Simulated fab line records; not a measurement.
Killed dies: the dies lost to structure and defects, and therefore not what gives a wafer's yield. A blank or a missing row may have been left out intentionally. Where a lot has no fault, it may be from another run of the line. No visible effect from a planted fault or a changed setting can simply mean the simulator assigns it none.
What tool caused it? -- flow n5_finfet -- 9 lots with 27 wafers sampled at 6 steps, on a route of 1938 steps

== WHAT EACH GAUGE READ, for each wafer ==
N5_BEOL_M4_RC_MEAS_101. Usual: DIBL_N 35.9 mV/V, standard deviation 1.3; DIBL_P 35.9 mV/V, standard deviation 1.6; IOFF_N 0.156 nA/um, standard deviation 0.022; IOFF_P 0.205 nA/um, standard deviation 0.023; ION_N 675 uA/um, standard deviation 9; ION_P 463 uA/um, standard deviation 5.6; SS_N 71.4 mV/dec, standard deviation 0.57; SS_P 73.1 mV/dec, standard deviation 0.52; VT_N 249.7 mV, standard deviation 2.8; VT_P -250.2 mV, standard deviation 2.5.
lot,measured,on,DIBL_N (mV/V),DIBL_P (mV/V),IOFF_N (nA/um),IOFF_P (nA/um),ION_N (uA/um),ION_P (uA/um),SS_N (mV/dec),SS_P (mV/dec),VT_N (mV),VT_P (mV),flag
L914,day 9 07:47,prober-02,35.1 32.9 33.3,35.5 32.3 33.4,0.141 0.109 0.113,0.200 0.162 0.169,668 660 665,464 461 465,71.0 70.1 71.1,73.1 71.7 72.5,250.5 255.8 254.9,-250.8 -251.4 -250.0,
L913,day 9 08:05,prober-01,37.7 36.2 37.6,37.3 35.6 38.0,0.194 0.164 0.195,0.240 0.216 0.256,682 675 681,469 465 470,72.6 71.2 71.1,73.0 72.9 73.4,245.2 248.1 243.1,-246.3 -247.6 -247.4,
L917,day 10 09:53,prober-01,35.3 35.4 35.5,34.7 34.5 34.6,0.144 0.139 0.142,0.198 0.194 0.196,676 667 668,461 460 455,70.3 70.1 71.1,72.7 73.5 73.1,252.4 251.9 251.9,-253.1 -251.6 -250.6,
L919,day 10 13:40,prober-01,35.9 35.2 35.7,36.0 35.3 35.8,0.162 0.151 0.155,0.199 0.188 0.194,670 678 670,461 465 462,71.2 71.4 71.5,72.5 72.7 73.0,247.1 245.8 246.7,-250.7 -251.3 -252.4,
L920,day 10 16:58,prober-02,36.5 33.9 35.3,36.7 34.2 34.9,0.175 0.130 0.142,0.234 0.192 0.204,696 676 682,470 469 468,71.0 71.2 71.3,74.0 73.2 73.2,247.7 251.0 249.8,-250.7 -249.3 -249.6,
L921,day 10 19:54,prober-02,37.2 36.3 36.0,36.7 35.5 35.5,0.181 0.157 0.153,0.257 0.219 0.230,677 664 669,469 464 474,72.4 72.0 71.7,73.4 72.3 73.2,246.8 250.5 252.2,-245.6 -248.8 -247.1,
L924,day 11 22:10,prober-01,35.8 36.7 33.9,35.4 36.7 33.8,0.154 0.179 0.128,0.198 0.222 0.175,684 679 664,464 465 457,71.5 71.5 71.3,72.8 73.8 72.9,249.4 247.4 250.7,-249.8 -249.7 -252.9,
L927,day 13 05:36,prober-01,35.7 35.8 34.8,37.2 37.6 36.8,0.150 0.152 0.139,0.185 0.198 0.183,666 665 665,457 459 456,71.5 71.9 71.7,72.9 73.2 72.6,252.0 249.6 252.1,-253.1 -253.4 -254.4,
L931,day 13 10:26,prober-02,38.9 38.1 37.4,38.9 36.9 36.3,0.200 0.182 0.172,0.240 0.209 0.203,683 680 680,463 460 462,71.4 71.7 71.7,74.7 73.5 73.1,246.9 248.8 250.2,-249.0 -250.7 -252.5,

N5_BEOL_M7_INSPECT_58: inspects for defects (darkfield). Usual: 86 for raw_defect_count, sd 28.
lot,measured,on,raw_defect_count,flag
L914,day 10 12:14,defect_inspect-02,82 71 80,
L913,day 10 12:20,defect_inspect-01,60 66 83,
L917,day 11 14:29,defect_inspect-02,172 65 98,
L919,day 11 18:55,defect_inspect-02,83 71 87,
L920,day 11 23:13,defect_inspect-02,169 57 104,
L921,day 11 22:29,defect_inspect-02,68 61 65,
L924,day 13 06:04,defect_inspect-02,112 80 92,
L927,day 14 16:10,defect_inspect-02,75 86 73,
L931,day 14 16:50,defect_inspect-02,147 78 140,

N5_BEOL_M8_THK_MEAS_01. Usual: M8_ILD_THK typically reads 154.9 nm, with standard deviation 1.9.
lot,measured,on,M8_ILD_THK (nm),flag
L914,day 10 12:52,film_metro-01,154.0 155.9 154.9,
L913,day 10 12:57,film_metro-02,153.5 156.3 154.8,
L917,day 11 15:07,film_metro-01,154.0 157.8 156.2,
L919,day 11 19:32,film_metro-01,101.7 155.9 100.0,OFF
L920,day 11 23:56,film_metro-02,155.6 155.3 155.2,
L921,day 11 23:20,film_metro-01,152.7 97.8 98.4,OFF
L924,day 13 06:41,film_metro-02,153.3 155.5 155.0,
L927,day 14 16:47,film_metro-02,153.9 155.4 155.3,
L931,day 14 17:27,film_metro-02,155.5 154.8 159.4,

== WHAT TOOL EACH LOT RAN ON (gives the tool, then ch and the chambers of the sampled wafers, and finally the start) ==
lot,N5_BEOL_M7_STRIP_80,N5_BEOL_M7_SPUTTER_48,N5_BEOL_M8_ILD_DEP_00
L914,"rie_diel-01 ch 0,1,2, day 10 11:06 or earlier","pvd_sputter-02, day 10 11:06","pecvd-01 ch 0,1, day 10 12:17"
L913,"rie_diel-01 ch 0,1,3, day 10 11:16 or earlier","pvd_sputter-02, day 10 11:16","pecvd-04 ch 0,2, day 10 12:22"
L917,"rie_diel-01 ch 0,1,3, day 11 13:25 or earlier","pvd_sputter-02, day 11 13:25","pecvd-01 ch 0,2, day 11 14:32"
L919,"rie_diel-02 ch 0,1,2, day 11 17:52 or earlier","pvd_sputter-03, day 11 17:52","pecvd-01 ch 0,1,2, day 11 18:57"
L920,"rie_diel-06 ch 2,3, day 11 22:10 or earlier","pvd_sputter-03, day 11 22:10","pecvd-03 ch 0,1, day 11 23:16"
L921,"rie_diel-01 ch 0,1,2, day 11 21:32 or earlier","pvd_sputter-03, day 11 21:32","pecvd-01 ch 0,1,2, day 11 22:31"
L924,"rie_diel-01 ch 0,1,2, day 13 05:07 or earlier","pvd_sputter-02, day 13 05:07","pecvd-04 ch 0,2, day 13 06:07"
L927,"rie_diel-06 ch 0,3, day 14 15:13 or earlier","pvd_sputter-03, day 14 15:13","pecvd-04 ch 0,2, day 14 16:13"
L931,"rie_diel-06 ch 1,3, day 14 15:52 or earlier","pvd_sputter-02, day 14 15:52","pecvd-04 ch 0,1, day 14 16:52"
- N5_BEOL_M7_STRIP_80: strips in N2/H2, time 10 s.
- N5_BEOL_M7_SPUTTER_48: material Cu, target thk 10 nm, time 1.667 s.
- N5_BEOL_M8_ILD_DEP_00: deposits SiCOH lowk from DEMS/porogen, target thk 179.75 nm, time 33.4 s.

== AS READ BY THE TOOLS THEMSELVES (means over the sampled wafers that have a number; for cases with no such wafer, the mark the record gives instead) ==
N5_BEOL_M7_STRIP_80. Usual: drypump_motor_current_A 5.7 A, standard deviation 0.51; oes_product_au 0.80 a.u., standard deviation 0.084; rf_vpp_V 59.1 V, standard deviation 0.85; showerhead_plenum_p_Torr 2.51 Torr, standard deviation 0.081; throttle_valve_pct 23.53 %, standard deviation 0.25.
lot,tool,drypump_motor_current_A (A),oes_product_au (a.u.),rf_vpp_V (V),showerhead_plenum_p_Torr (Torr),throttle_valve_pct (%),flag
L914,rie_diel-01,5.5,0.76,58.4,2.51,23.66,
L913,rie_diel-01,5.4,0.76,59.5,2.51,23.62,
L917,rie_diel-01,5.4,0.76,59.6,2.51,23.62,
L919,rie_diel-02,6.0,0.84,59.1,2.49,23.51,
L920,rie_diel-06,5.8,0.72,58.4,2.49,23.46,
L921,rie_diel-01,5.5,0.75,59.6,2.51,23.67,
L924,rie_diel-01,5.5,0.73,59.1,2.50,23.68,
L927,rie_diel-06,5.9,0.82,59.0,2.46,23.38,
L931,rie_diel-06,6.1,0.81,59.5,2.52,23.57,

N5_BEOL_M7_SPUTTER_48. Usual: 29.9 % for throttle_valve_pct, sd 0.88.
lot,tool,throttle_valve_pct (%),flag
L914,pvd_sputter-02,29.4,
L913,pvd_sputter-02,29.4,
L917,pvd_sputter-02,29.3,
L919,pvd_sputter-03,30.4,
L920,pvd_sputter-03,30.1,
L921,pvd_sputter-03,30.1,
L924,pvd_sputter-02,29.4,
L927,pvd_sputter-03,31.1,
L931,pvd_sputter-02,29.7,

N5_BEOL_M8_ILD_DEP_00. Usual: heater_power_w 285 W, standard deviation 30; showerhead_plenum_p_Torr 5.740 Torr, standard deviation 0.011; showerhead_vpp_V 1373 V, standard deviation 46; throttle_valve_pct 14.0 %, standard deviation 0.84.
lot,tool,heater_power_w (W),showerhead_plenum_p_Torr (Torr),showerhead_vpp_V (V),throttle_valve_pct (%),flag
L914,pecvd-01,287,5.747,1329,14.8,
L913,pecvd-04,263,5.745,1353,13.5,
L917,pecvd-01,250,5.740,1385,14.1,
L919,pecvd-01,287,5.742,1356,14.5,
L920,pecvd-03,313,5.747,1376,13.5,
L921,pecvd-01,281,5.747,1363,14.5,
L924,pecvd-04,278,5.738,1347,13.6,
L927,pecvd-04,262,5.739,1344,13.8,
L931,pecvd-04,287,5.738,1388,14.8,

== THE ANSWER, worked out from the rows above alone ==
Rule: take the mean of a lot's wafers that have a number; if it is more than 3 standard deviations from the usual mean, the lot is off. A lot without any number at a reading at which 4 lots or more have one is off too. The other lots that the step has rows for count as sound. First the gauges in route order, then the tools' own readings, where a lot's mean is used as printed above. At the first step where some lot is off, the reading lying furthest off is the one used; lots without a number count as furthest.
Off: at N5_BEOL_M8_THK_MEAS_01 (M8_ILD_THK), L919, L921.
If a tool, at a process step before that reading, ran all the lots that are off and no sound lot after the first of them, it fits. The gauges at N5_BEOL_M8_THK_MEAS_01 are tried like those tools. N5_BEOL_M7_STRIP_80: start missing for some lots; hours and lot order therefore follow N5_BEOL_M7_SPUTTER_48. 2 tools fit, pecvd-01 at N5_BEOL_M8_ILD_DEP_00 and film_metro-01 at N5_BEOL_M8_THK_MEAS_01, so this cannot tell which one it is.

== WHAT WAS PUT IN BY THE SIMULATOR ==
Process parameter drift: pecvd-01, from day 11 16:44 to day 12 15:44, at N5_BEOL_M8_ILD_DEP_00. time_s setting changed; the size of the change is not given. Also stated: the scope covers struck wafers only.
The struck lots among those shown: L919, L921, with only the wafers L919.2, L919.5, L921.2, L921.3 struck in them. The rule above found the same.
